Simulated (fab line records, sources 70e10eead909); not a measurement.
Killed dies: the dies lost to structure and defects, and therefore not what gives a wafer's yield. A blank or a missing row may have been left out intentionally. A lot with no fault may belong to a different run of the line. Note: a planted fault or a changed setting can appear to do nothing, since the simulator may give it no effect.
fab line records	flow nand_harc
record: lots: 7	wafers: 21	last_day: 24
route steps=1159 shown THIN_TSV@1101 END@1159
lots with no fault: from the same line, run without faults
start_h: the number of hours between the record's first day and the start of the first shown wafer of the lot	wait_h: how many hours have passed since the lot's step before this one	" repeats the value in the row above	L1.1+2: a single row standing in for several wafers	- value missing, or start not given	* or withheld: withheld	< > ~ a bound
route shown NAME@n: a module of which the file shows steps, and the number in the route of the first	usual: average and standard deviation across the fault-free wafers	same: alike in all rows	chamber/n: place in a boat	sites: readings site by site	_std_site: the standard deviation of these	_edge_site: mean of outer sites minus mean of inner sites	radius_mm: for every site, how far away it sits from the centre of the wafer	mask NAME#n: copy n	behind: tool/chamber where the wafer was last shaped	hold: cause of the lot's hold/its duration in hours/its outcome	device: which transistor (n, p or np) failed to switch	end of line: at the end of the route, the tests of the same wafers	a step without rows: its recipe alone	killed: not the wafer's yield, but the dies lost to structure and defects at the first sort	map: the dies of a wafer, with x for killed, . for not killed, _ for no die there
set.NAME: the setting that was run; set.NAME@STEP: the one run at that earlier step	model.NAME: the simulator's own value behind a step, which no gauge read
lots at selected steps of the route; one table per step, one row per wafer
services: when a tool's chamber went out of use (start_h, in hours from the record's first day, below 0 if earlier), for how many hours, and the reason
== steps ==
step: NHARC_THIN_TSV_GRIND_00
recipe: target_thk_um: 6
usual: head_pressure_psi: 4.002/0.0086	motor_current_A: 12.000/0.022
lot.wafer	tool	chamber	start_h	wait_h	head_pressure_psi	motor_current_A
L798.1	grinder-01	0	463.16	0.1	4.010	12.020
L798.3	"	0	"	"	4.008	11.990
L798.6	"	0	"	"	4.010	11.979
L802.3	grinder-01	0	494.40	3.3	4.005	11.985
L802.5	"	0	"	"	4.016	11.973
L802.6	"	0	"	"	4.001	11.977
L803.2	grinder-01	0	508.52	0.3	4.000	12.014
L803.3	"	0	"	"	4.005	11.960
L803.6	"	0	"	"	4.002	12.006
L804.3	grinder-01	0	532.35	1.7	3.988	11.978
L804.5	"	0	"	"	4.001	11.994
L804.6	"	0	"	"	3.999	11.986
L806.3	grinder-01	0	533.56	2.9	3.996	11.994
L806.4	"	0	"	"	4.007	12.005
L806.6	"	0	"	"	3.994	12.027
L808.1	grinder-01	0	534.35	3.7	3.993	11.974
L808.4	"	0	"	"	3.991	12.016
L808.5	"	0	"	"	4.001	11.979
L813.3	grinder-01	0	557.45	0.5	3.991	11.952
L813.5	"	0	"	"	4.007	12.015
L813.6	"	0	"	"	4.001	12.031
step: NHARC_THIN_TSV_CMP_01
recipe: target_thk_um: 3
usual: motor_current_A: 12.0/0.95
lot.wafer	tool	chamber	start_h	wait_h	motor_current_A
L798.1	cmp-01	0	464.78	1.4	11.4
L798.3	"	1	"	"	13.7
L798.6	"	0	"	"	12.0
L802.3	cmp-01	2	495.24	0.6	10.5
L802.6	"	1	"	"	13.6
L802.5	"	2	"	"	11.2
L803.2	cmp-01	1	509.60	0.9	13.0
L803.3	"	2	"	"	11.2
L803.6	"	3	"	"	12.6
L804.3	cmp-01	3	533.27	0.7	12.6
L804.6	"	0	"	"	11.6
L804.5	"	1	"	"	13.2
L806.3	cmp-01	3	534.40	0.6	11.8
L806.4	"	1	"	"	13.6
L806.6	"	3	"	"	12.2
L808.1	cmp-03	1	535.59	1.0	12.9
L808.4	"	3	"	"	11.6
L808.5	"	0	"	"	12.0
L813.3	cmp-03	0	558.32	0.7	12.8
L813.6	"	2	"	"	11.3
L813.5	"	3	"	"	11.5
step: NHARC_THIN_TSV_THK_MEAS_02
recipe: thk_meas_gauge: ir
usual: thk_nm: 3017/230
lot.wafer	tool	chamber	start_h	wait_h	thk_nm
L798.1	film_metro-01	-	465.04	-	3002
L798.3	"	-	"	"	3103
L798.6	"	-	"	"	2911
L802.3	film_metro-02	-	495.48	0.2	2874
L802.5	"	-	"	"	3192
L802.6	"	-	"	"	3100
L803.2	film_metro-02	-	509.82	-	3161
L803.3	"	-	"	"	3405
L803.6	"	-	"	"	3168
L804.3	film_metro-02	-	533.46	-	3297
L804.5	"	-	"	"	3379
L804.6	"	-	"	"	3267
L806.3	film_metro-02	-	534.64	-	3347
L806.4	"	-	"	"	3277
L806.6	"	-	"	"	3144
L808.1	film_metro-02	-	535.83	-	2911
L808.4	"	-	"	"	2842
L808.5	"	-	"	"	2737
L813.3	film_metro-02	-	558.54	-	2843
L813.5	"	-	"	"	2940
L813.6	"	-	"	"	2979
step: NHARC_THIN_TSV_SRD_03
step: NHARC_THIN_TSV_PRECLEAN_41
recipe: time_s: *	temp_c: 50	bath_age_min: 0	chemistry: SC1
step: NHARC_THIN_TSV_SRD_42
step: NHARC_THIN_TSV_DEP_43
recipe: target_thk_a: 13285	temp_c: withheld	pressure_torr: 6.5	rf_w: 900	teos_flow_sccm: 161.4	flow_sccm: 2650	target_thk_nm: 1328.5	gas: O2	material: SiO2
usual: chamber_pressure_Torr: 6.503/0.013	rf_fwd_power_W: 897.7/2.5	showerhead_vpp_V: 1838/96	throttle_valve_pct: 15.8/0.45
lot.wafer	tool	chamber	start_h	wait_h	chamber_pressure_Torr	rf_fwd_power_W	showerhead_vpp_V	throttle_valve_pct
L798.3	pecvd-02	0	465.28	-	6.529	892.6	1721	16.1
L798.1	"	2	"	"	6.495	900.4	1798	15.5
L798.6	"	0	"	"	6.486	894.3	1753	16.1
L802.3	pecvd-02	2	495.75	-	6.527	898.4	1848	15.7
L802.5	"	1	"	"	6.492	895.6	1934	15.4
L802.6	"	2	"	"	6.494	899.8	1766	15.8
L803.2	pecvd-03	1	510.11	-	6.529	897.7	2062	15.8
L803.3	"	2	"	"	6.510	902.8	1769	16.3
L803.6	"	0	"	"	6.508	897.2	1739	16.5
L804.3	pecvd-03	2	533.78	-	6.505	897.3	1756	15.9
L804.6	"	1	"	"	6.501	899.3	2060	16.1
L804.5	"	2	"	"	6.514	896.2	1773	16.2
L806.3	pecvd-03	1	534.90	-	6.525	903.1	2092	15.8
L806.4	"	0	"	"	6.503	899.5	1814	16.5
L806.6	"	1	"	"	6.511	900.0	2033	15.7
L808.1	pecvd-03	1	536.06	-	6.497	900.9	2044	15.6
L808.4	"	1	"	"	6.499	897.1	2040	15.7
L808.5	"	0	"	"	6.484	900.9	1748	16.4
L813.3	pecvd-03	0	558.86	-	6.499	896.2	1787	16.5
L813.6	"	1	"	"	6.513	903.0	2048	15.7
L813.5	"	0	"	"	6.498	896.7	1757	16.7
step: NHARC_THIN_TSV_DEHYDRATE_04
recipe: temp_c: 150	time_s: 120
step: NHARC_THIN_TSV_HMDS_05
recipe: time_s: 30
step: NHARC_THIN_TSV_COAT_06
recipe: spin_rpm: *
step: NHARC_THIN_TSV_SOFTBAKE_07
recipe: temp_c: 122	time_s: 95
step: NHARC_THIN_TSV_EBR_08
step: NHARC_THIN_TSV_EXPOSE_09
recipe: na: 0.55	dose_mj: 30.7	mask_id: TSV
usual: focus_offset_nm: 0.1/0.56	stage_vel_mm_s: 500.03/0.25
lot.wafer	tool	chamber	start_h	wait_h	mask	focus_offset_nm	stage_vel_mm_s	model.THIN_TSV.overlay_x_nm
L798.1	krf_scanner-02	0	465.95	-	TSV#0	0.7	499.79	4.296
L798.3	"	0	"	"	TSV#0	-0.7	500.30	4.296
L798.6	"	0	"	"	TSV#0	-0.1	500.28	4.296
L802.3	krf_scanner-01	0	496.39	-	TSV#0	-0.2	499.95	6.864
L802.5	"	0	"	"	TSV#0	-0.4	499.95	6.864
L802.6	"	0	"	"	TSV#0	-0.7	499.94	6.864
L803.2	krf_scanner-01	0	510.62	-	TSV#0	0.4	499.99	54.15
L803.3	"	0	"	"	TSV#0	0.9	500.11	54.15
L803.6	"	0	"	"	TSV#0	0.9	500.24	54.15
L804.3	krf_scanner-01	0	534.37	-	TSV#0	0.3	499.89	48.32
L804.5	"	0	"	"	TSV#0	-0.3	500.10	48.32
L804.6	"	0	"	"	TSV#0	-0.6	500.28	48.32
L806.3	krf_scanner-01	0	535.42	-	TSV#0	-0.1	500.29	65.48
L806.4	"	0	"	"	TSV#0	-0.4	500.14	65.48
L806.6	"	0	"	"	TSV#0	-0.7	500.16	65.48
L808.1	krf_scanner-04	0	536.73	-	TSV#0	0.4	500.66	-8.65
L808.4	"	0	"	"	TSV#0	1.2	499.98	-8.65
L808.5	"	0	"	"	TSV#0	-0.2	500.17	-8.65
L813.3	krf_scanner-04	0	559.33	-	TSV#0	-0.1	499.98	-5.569
L813.5	"	0	"	"	TSV#0	-0.4	500.54	-5.569
L813.6	"	0	"	"	TSV#0	0.1	499.73	-5.569
step: NHARC_THIN_TSV_PEB_10
recipe: peb_temp_c: 118	peb_time_s: 85
step: NHARC_END_SORT_01
recipe: temp_c: 25
usual: defect_limited_yield: 95.3/1.7	killed_at_array: 28/11	killed_at_other: 0.5/0.85	killed_at_periphery: 2.7/1.9	killed_dies: 32/12	killed_open: 3.3/1.6	killed_short: 2.1/1.5	sort_bin_2_pct: 1.5/0.71	sort_bin_3_pct: 0.25/0.23	sort_bin_4_pct: 3.0/1.1	sort_n_pass: 645/12	sort_rim_yield_pct: 95/3.1	sort_yield_pct: 95.3/1.7
same: gross_dies: 677	sort_bin_5_pct[%]: 0	sort_bin_6_pct[%]: 0	sort_bin_7_pct[%]: 0	sort_bin_8_pct[%]: 0	sort_rim_n_gross: 106.00
lot.wafer	tool	chamber	start_h	wait_h	defect_limited_yield[%]	killed_at_array	killed_at_other	killed_at_periphery	killed_dies	killed_open	killed_short	sort_bin_2_pct[%]	sort_bin_3_pct[%]	sort_bin_4_pct[%]	sort_n_pass	sort_rim_yield_pct[%]	sort_yield_pct[%]
L798.1	prober-02	0	482.38	2.5	96.2	21	1	4	26	4	4	1.3	0.30	2.2	651	95	96.2
L798.3	prober-02	0	483.97	3.1	96.5	18	2	4	24	5	1	1.3	0.30	1.9	653	94	96.5
L798.6	prober-02	0	486.35	4.0	95.9	27	0	1	28	4	7	1.5	0.59	2.1	649	90	95.9
L803.2	prober-01	0	526.61	2.8	94.1	35	1	4	40	2	1	1.6	0.15	4.1	637	96	94.1
L803.3	prober-01	0	527.41	3.1	94.2	38	0	1	39	4	2	2.2	0.15	3.4	638	95	94.2
L803.6	prober-01	0	529.80	4.0	93.8	34	1	7	42	3	2	2.5	0.30	3.4	635	94	93.8
L808.4	prober-02	0	558.51	3.4	95.0	31	0	3	34	3	1	2.4	0	2.7	643	93	95.0
L806.3	prober-01	0	557.85	3.1	97.9	10	0	4	14	1	0	0.4	0.30	1.3	663	97	97.9
L806.4	prober-01	0	558.64	3.4	97.3	15	0	3	18	4	2	0.4	0.15	2.1	659	99	97.3
L806.6	prober-01	0	560.24	4.0	97.0	19	1	0	20	3	3	1.5	0	1.5	657	98	97.0
L813.3	prober-01	0	581.06	3.0	90.7	62	0	1	63	4	2	2.8	0.30	6.2	614	92	90.7
L813.5	prober-01	0	582.64	3.7	91.4	54	1	3	58	3	3	2.7	0.59	5.3	619	95	91.4
L813.6	prober-01	0	583.44	4.0	93.4	40	0	5	45	5	0	1.9	0.30	4.4	632	93	93.4
killed by level:class
L798.1 A_CHANNEL_HOLE_D1:chamber_film_flake=13 P_CONTACT:geometric_particle:open=3 A_CONTACT:chamber_film_flake=3 A_WL_FILL:geometric_particle:short=2 A_CHANNEL_FILL_D1:geometric_particle:short=1 A_CONTACT:geometric_particle:open=1 STARTING-WAFER:geometric_particle:short=1 P_M0:chamber_film_flake=1
L798.3 A_CHANNEL_HOLE_D1:chamber_film_flake=12 A_STAIRCASE:chamber_film_flake=2 THIN_TSV:chamber_film_flake=2 P_GATE:geometric_particle:open=1 P_CONTACT:geometric_particle:open=1 P_M1:geometric_particle:open=1 A_SGD_CUT:geometric_particle:short=1 A_WL_FILL:geometric_particle:open=1
L798.6 A_CHANNEL_HOLE_D1:chamber_film_flake=11 A_WL_FILL:geometric_particle:short=5 A_CONTACT:chamber_film_flake=4 A_CONTACT:geometric_particle:open=2 A_M1:geometric_particle:open=2 P_M2:geometric_particle:short=1 A_BLC:geometric_particle:short=1 A_STAIRCASE:chamber_film_flake=1
L803.2 A_SLIT:chamber_film_flake=19 P_M1:chamber_film_flake=3 A_CHANNEL_HOLE_D1:chamber_film_flake=3 A_CONTACT:chamber_film_flake=3 A_M0:chamber_film_flake=2 A_CONTACT:geometric_particle:open=2 A_ZERO_WELL:chamber_film_flake=2 A_STAIRCASE:chamber_film_flake=2
L803.3 A_SLIT:chamber_film_flake=14 A_CHANNEL_HOLE_D1:chamber_film_flake=10 A_STAIRCASE:chamber_film_flake=4 A_CONTACT:geometric_particle:open=2 A_CONTACT:chamber_film_flake=2 A_M0:chamber_film_flake=2 A_ONON_D1:geometric_particle:open=1 A_ONON_D1:geometric_particle:short=1
L803.6 A_SLIT:chamber_film_flake=17 A_CONTACT:chamber_film_flake=5 A_CHANNEL_HOLE_D1:chamber_film_flake=4 A_STAIRCASE:chamber_film_flake=4 P_STI:chamber_film_flake=3 P_GATE:geometric_particle:open=1 P_M1:geometric_particle:open=1 A_SOURCE_PLATE:geometric_particle:short=1
L806.3 A_STAIRCASE:chamber_film_flake=5 A_CHANNEL_HOLE_D1:chamber_film_flake=2 P_M0:geometric_particle:open=1 P_ZERO_WELL:chamber_film_flake=1 P_STI:chamber_film_flake=1 P_GATE:chamber_film_flake=1 A_ZERO_WELL:chamber_film_flake=1 A_CHANNEL_FILL_D1:chamber_film_flake=1
L808.4 A_SLIT:chamber_film_flake=13 A_CHANNEL_HOLE_D1:chamber_film_flake=8 A_CONTACT:chamber_film_flake=4 P_CONTACT:geometric_particle:open=2 A_STAIRCASE:chamber_film_flake=2 A_WL_FILL:chamber_film_flake=2 A_SOURCE_PLATE:geometric_particle:open=1 A_WL_FILL:geometric_particle:short=1
L806.4 A_STAIRCASE:chamber_film_flake=5 A_CHANNEL_HOLE_D1:chamber_film_flake=4 A_CONTACT:chamber_film_flake=2 P_CONTACT:geometric_particle:short=1 P_CONTACT:geometric_particle:open=1 P_M0:geometric_particle:open=1 A_SOURCE_PLATE:geometric_particle:open=1 A_ONON_D1:geometric_particle:short=1
L806.6 A_CHANNEL_HOLE_D1:chamber_film_flake=4 A_STAIRCASE:chamber_film_flake=4 A_CONTACT:chamber_film_flake=3 A_CHANNEL_FILL_D1:geometric_particle:short=1 A_SGD_CUT:geometric_particle:open=1 A_WL_FILL:geometric_particle:short=1 A_CONTACT:geometric_particle:open=1 A_M0:geometric_particle:open=1
L813.3 A_SLIT:chamber_film_flake=27 A_CHANNEL_HOLE_D1:chamber_film_flake=11 A_STAIRCASE:chamber_film_flake=9 A_BLC:chamber_film_flake=5 A_CONTACT:chamber_film_flake=2 A_M1:chamber_film_flake=2 P_M0:geometric_particle:short=1 A_SOURCE_PLATE:geometric_particle:open=1
L813.5 A_SLIT:chamber_film_flake=29 A_M1:chamber_film_flake=7 A_STAIRCASE:chamber_film_flake=6 A_CONTACT:chamber_film_flake=5 A_CHANNEL_HOLE_D1:chamber_film_flake=3 P_GATE:geometric_particle:short=1 P_CONTACT:geometric_particle:open=1 A_WL_FILL:geometric_particle:short=1
L813.6 A_SLIT:chamber_film_flake=20 A_STAIRCASE:chamber_film_flake=8 A_CHANNEL_HOLE_D1:chamber_film_flake=4 A_M1:chamber_film_flake=4 A_CONTACT:chamber_film_flake=2 P_STI:geometric_particle:open=1 P_GATE:geometric_particle:open=1 P_M2:geometric_particle:open=1
== services ==
tool	chamber	start_h	hours	kind
cmp-03	-	449.40	11.6	repair
cmp-01	-	449.78	2.5	repair
grinder-01	-	461.59	1.2	repair
krf_scanner-04	-	470.01	4.0	pm
pecvd-03	-	473.41	13.0	pm
pecvd-03	0	473.41	13.0	vent_cycle
pecvd-03	1	473.41	13.0	vent_cycle
pecvd-03	2	473.41	13.0	vent_cycle
cmp-01	-	473.83	4.0	pm
krf_scanner-04	-	477.00	0.8	repair
cmp-01	-	477.83	-	consumable_replace:conditioner
cmp-01	-	477.83	-	consumable_replace:pad
cmp-03	-	479.16	4.0	pm
grinder-01	-	483.65	1.3	repair
pecvd-03	0	486.41	-	clean
pecvd-03	1	486.41	-	clean
pecvd-03	2	486.41	-	clean
krf_scanner-04	-	499.05	15.0	repair
cmp-01	-	510.46	4.5	repair
cmp-03	-	512.19	2.0	repair
pecvd-02	-	515.49	13.0	pm
krf_scanner-02	-	517.10	0.9	repair
krf_scanner-02	-	541.60	0.6	repair
krf_scanner-02	-	554.00	4.0	pm
== key ==
first_sign none at tools or gauges
model_effect: step: NHARC_THIN_TSV_EXPOSE_09	value: THIN_TSV.overlay_x_nm	without: -5.391	struck: 55.98
met_at NHARC_THIN_TSV_EXPOSE_09
struck_wafers L803.2,L803.3,L803.6,L804.3,L804.5,L804.6,L806.3,L806.4,L806.6
onset_between 496.39 510.62
also_fits NHARC_THIN_TSV_CMP_01:cmp-01
fault: kind: scanner_matching_overlay	tool: krf_scanner-01	chamber: -	onset_h: 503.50	steps: NHARC_THIN_TSV_EXPOSE_09	offset: 61.375
